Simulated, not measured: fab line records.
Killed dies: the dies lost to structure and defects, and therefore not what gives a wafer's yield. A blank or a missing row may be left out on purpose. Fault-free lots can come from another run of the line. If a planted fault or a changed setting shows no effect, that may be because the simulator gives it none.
Matching of chambers / flow nand harc / pecvd-04 running NHARC_THIN_TSV_DEP_47: 3 sister chambers
The step deposits SiO2, target thk 200 nm. 16 wafers are shown with their chamber, then 8 later ones without.

## WAFERS, EACH WITH ITS CHAMBER
wafer=L576.1; chamber=0; throttle valve pct (%)=15.6
wafer=L576.5; chamber=1; throttle valve pct (%)=16.5
wafer=L576.6; chamber=0; throttle valve pct (%)=15.8
wafer=L575.2; chamber=1; throttle valve pct (%)=16.4
wafer=L575.3; chamber=1; throttle valve pct (%)=16.3
wafer=L575.5; chamber=0; throttle valve pct (%)=15.9
wafer=L580.3; chamber=0; throttle valve pct (%)=15.9
wafer=L580.4; chamber=2; throttle valve pct (%)=16.8
wafer=L580.6; chamber=1; throttle valve pct (%)=16.6
wafer=L581.4; chamber=0; throttle valve pct (%)=15.8
wafer=L581.5; chamber=1; throttle valve pct (%)=16.6
wafer=L581.6; chamber=2; throttle valve pct (%)=16.4
wafer=L585.1; chamber=0; throttle valve pct (%)=15.3
wafer=L585.4; chamber=1; throttle valve pct (%)=17.1
wafer=L585.5; chamber=0; throttle valve pct (%)=15.5
wafer=L586.1; chamber=2; throttle valve pct (%)=15.6

SIGNATURES (averages over the wafers above)
reading=throttle valve pct; chamber 0=15.686; chamber 1=16.583; chamber 2=16.267; scatter within a chamber=0.333
Rule: distance of a wafer from a chamber = root of the sum over the readings of ((wafer's reading minus chamber's mean) / reading's scatter) squared. The wafer belongs to the nearest chamber; if the next one is less than 2 further off, it can't be placed. How the scatter is found: for the shown wafers, subtract from each reading the mean of its chamber, square and add these, divide the total by (wafers less chambers), then take the root.

## WAFERS WITH NO CHAMBER GIVEN
wafer=L586.2; throttle valve pct (%)=15.2
wafer=L586.5; throttle valve pct (%)=15.6
wafer=L588.1; throttle valve pct (%)=15.3
wafer=L588.3; throttle valve pct (%)=17.0
wafer=L588.4; throttle valve pct (%)=15.9
wafer=L591.1; throttle valve pct (%)=15.9
wafer=L591.3; throttle valve pct (%)=17.4
wafer=L591.5; throttle valve pct (%)=15.5

## WHICH CHAMBER EACH ONE RAN IN
wafer=L586.2; from the rows above=can't be placed: 0 or 2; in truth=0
wafer=L586.5; from the rows above=can't be placed: 0 or 2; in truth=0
wafer=L588.1; from the rows above=can't be placed: 0 or 2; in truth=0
wafer=L588.3; from the rows above=can't be placed: 1 or 2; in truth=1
wafer=L588.4; from the rows above=can't be placed: 0 or 2 or 1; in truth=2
wafer=L591.1; from the rows above=can't be placed: 0 or 2 or 1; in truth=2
wafer=L591.3; from the rows above=can't be placed: 1 or 2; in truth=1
wafer=L591.5; from the rows above=can't be placed: 0 or 2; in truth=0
Correct placement for 0 of the 8. Cannot be placed on the basis of these rows: 8; the candidates contain the true chamber in 8. Placed wrongly: 0.
